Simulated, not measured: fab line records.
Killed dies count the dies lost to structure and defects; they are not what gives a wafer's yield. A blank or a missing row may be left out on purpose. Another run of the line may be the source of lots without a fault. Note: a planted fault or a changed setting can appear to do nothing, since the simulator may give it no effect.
Lot-split experiment ; flow n5 finfet ; on a route of 1938 steps: 7 lots, 21 wafers read

ABOUT THE SPLIT
At N5_BEOL_M4_COAT_05 (resist thk 30 nm), the setting spin rpm was moved away from the recipe's 1500 rpm on 4 of the 21 wafers read, by -7.5% to +5.5%. The other wafers ran this setting at the recipe's value.

FROM THE SPLIT TO THE READING: what the file shows between them, 2 steps
- N5_BEOL_M4_EXPOSE_08: exposes mask M4 (also split here: dose mj)
- N5_BEOL_M4_PEB_09: peb time 60 s

THE READING
CAR-EUV_of_BEOL_M4_COAT_05.thk nm (the simulator's own value, which no gauge read), in nm, at N5_BEOL_M4_DEVELOP_10 (develop time 30 s). No usual value for it is given in the file. Across the 17 wafers here that went through the recipe, the average is 29.5 nm and the standard deviation 0.096 nm.

wafer;tool, chamber at the split;spin rpm as run, rpm;against the recipe;CAR-EUV_of_BEOL_M4_COAT_05.thk nm, nm;against lot-mates on the recipe
L076.2;litho track-05, 0;1500;recipe;29.6;-
L076.3;litho track-05, 0;1500;recipe;29.6;-
L076.4;litho track-05, 0;1500;recipe;29.6;-
L078.2;litho track-05, 0;1500;recipe;29.6;-
L078.3;litho track-05, 0;1500;recipe;29.4;-
L078.5;litho track-05, 0;1500;recipe;29.4;-
L080.1;litho track-05, 0;1500;recipe;29.4;-
L080.2;litho track-05, 0;1500;recipe;29.4;-
L080.3;litho track-05, 0;1500;recipe;29.4;-
L083.1;litho track-03, 0;1387;-7.5%;30.6;+1.0
L083.6;litho track-03, 0;1387;-7.5%;30.6;+1.0
L083.3;litho track-03, 0;1500;recipe;29.6;-
L084.2;litho track-03, 0;1500;recipe;29.6;-
L084.3;litho track-03, 0;1500;recipe;29.6;-
L084.4;litho track-03, 0;1500;recipe;29.6;-
L086.2;litho track-05, 0;1500;recipe;29.4;-
L086.4;litho track-05, 0;1583;+5.5%;28.6;-0.8
L086.6;litho track-05, 0;1583;+5.5%;28.6;-0.8
L097.3;litho track-03, 0;1500;recipe;29.6;-
L097.5;litho track-03, 0;1500;recipe;29.6;-
L097.6;litho track-03, 0;1500;recipe;29.6;-

THE FIT
A straight line over all 21 wafers: CAR-EUV_of_BEOL_M4_COAT_05.thk nm changes by -0.152 nm for each +1% of spin rpm; r = -0.98; the points scatter about the line by 0.096 nm.
The same after taking each lot's own level away (the mean of its wafers on the recipe; 21 wafers): -0.137 nm for each +1%; r = -1.00; scatter 0.041 nm.
On that fit, the largest move of spin rpm shifts the reading by 1 nm.
The lots' own levels span 29.40 to 29.60 nm, that is 2.1 times the standard deviation above.
So the lot-to-lot level changes the slope: the two fits differ.
Check: with one of the wafers moved furthest among these (-7.5%) left out of the fit, the line predicts +1.04 nm for it against its lot-mates. Against them it came out at +1 nm.

OTHER SPLITS APPLIED TO THESE WAFERS
Other splits were also applied to these wafers ahead of the reading. Each is held against what the fit with the lots' levels taken away leaves over:
other split on the same wafers;wafers away from the commonest value;r with CAR-EUV_of_BEOL_M4_COAT_05.thk nm (lot level and that fit taken away)
N5_BEOL_M0_SAQP_PECVD_97 time s;7;+0.00
N5_BEOL_M1_EXPOSE_08 dose mj;5;-0.10
N5_BEOL_M1_ETCH_64 source w;9;+0.25
N5_BEOL_M2_SPUTTER_92 time s;11;-0.07
N5_BEOL_M4_EXPOSE_08 dose mj;3;-0.07

THE WHOLE CHAIN: every reading that the file lists as answering this split, in the file's order
step;what it does;reading;change (the file's fit);r (the file's)
N5_BEOL_M4_COAT_05;resist thk 30 nm;CAR-EUV_of_BEOL_M4_COAT_05.thk nm (the simulator's own value, which no gauge read);-0.148 nm for each +1% of the setting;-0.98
N5_BEOL_M4_DEVELOP_10;develop time 30 s;CAR-EUV_of_BEOL_M4_COAT_05.thk nm (the simulator's own value, which no gauge read);-0.137 nm for each +1% of the setting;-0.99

FILE'S OWN FIT
CAR-EUV_of_BEOL_M4_COAT_05.thk nm changes by -0.137 nm for each +1% of spin rpm, r = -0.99.
